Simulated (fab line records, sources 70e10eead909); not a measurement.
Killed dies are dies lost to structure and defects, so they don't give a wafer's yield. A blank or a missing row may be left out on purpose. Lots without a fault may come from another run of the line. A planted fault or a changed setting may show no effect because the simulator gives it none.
Chamber matching | flow nand_harc | NHARC_A_STAIRCASE_DESCUM_312 on rie_diel-13: 4 sister chambers
The step chemistry O2, time 3 s. 14 wafers are shown with their chamber, then 7 later ones without.

WAFERS WITH THEIR CHAMBER
wafer  | chamber | drypump_motor_current_A (A) | showerhead_plenum_p_Torr (Torr) | rf_vpp_V (V)
L945.2 | 0       | 5.4                         | 1.95                            | 58.2
L945.3 | 3       | 6.5                         | 1.76                            | 56.8
L945.6 | 1       | 5.4                         | 1.87                            | 56.5
L950.1 | 2       | 5.7                         | 1.80                            | 57.3
L950.2 | 1       | 5.4                         | 1.86                            | 56.8
L950.4 | 3       | 6.5                         | 2.07                            | 58.5
L953.3 | 1       | 5.3                         | 1.86                            | 56.4
L953.5 | 3       | 6.5                         | 2.07                            | 58.0
L953.6 | 2       | 5.7                         | 1.80                            | 56.8
L955.4 | 3       | 6.5                         | 2.07                            | 57.2
L955.5 | 0       | 5.5                         | 1.95                            | 58.1
L955.6 | 1       | 5.3                         | 1.86                            | 57.5
L957.4 | 0       | 5.4                         | 1.95                            | 57.7
L957.5 | 1       | 5.3                         | 1.86                            | 57.3

SIGNATURES (means of the wafers above)
reading                  | chamber 0 | chamber 1 | chamber 2 | chamber 3 | scatter within a chamber
drypump_motor_current_A  | 5.433     | 5.340     | 5.700     | 6.500     | 0.0432
showerhead_plenum_p_Torr | 1.9500    | 1.8620    | 1.8000    | 1.9925    | 0.0849
rf_vpp_V                 | 58.000    | 56.900    | 57.050    | 57.625    | 0.545
Rule: a wafer's distance from a chamber is the root of the sum, over the readings, of the square of ((its reading less the chamber's mean) divided by the reading's scatter). The wafer belongs to the nearest chamber; if the next one is less than 2 further off, it can't be placed. The scatter: the root of (the sum of the squares of (reading less its chamber's mean) over the shown wafers, divided by (wafers less chambers)).

WAFERS WITHOUT THEIR CHAMBER
wafer  | drypump_motor_current_A (A) | showerhead_plenum_p_Torr (Torr) | rf_vpp_V (V)
L957.6 | 5.4                         | 1.95                            | 57.4
L960.1 | 5.4                         | 1.86                            | 57.7
L960.2 | 5.5                         | 1.94                            | 56.8
L960.5 | 5.5                         | 1.94                            | 58.4
L967.3 | 5.5                         | 1.94                            | 59.1
L967.4 | 6.5                         | 2.06                            | 60.2
L967.6 | 5.4                         | 1.85                            | 59.2

WHICH CHAMBER EACH WENT THROUGH
wafer  | from the rows above     | in truth
L957.6 | can't be placed: 0 or 1 | 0
L960.1 | can't be placed: 0 or 1 | 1
L960.2 | can't be placed: 0 or 1 | 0
L960.5 | 0                       | 0
L967.3 | 0                       | 0
L967.4 | 3                       | 3
L967.6 | can't be placed: 0 or 1 | 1
Placed correctly: 3 of 7. Can't be placed from these rows: 4 (the true chamber is among the candidates in 4). Placed wrongly: 0.
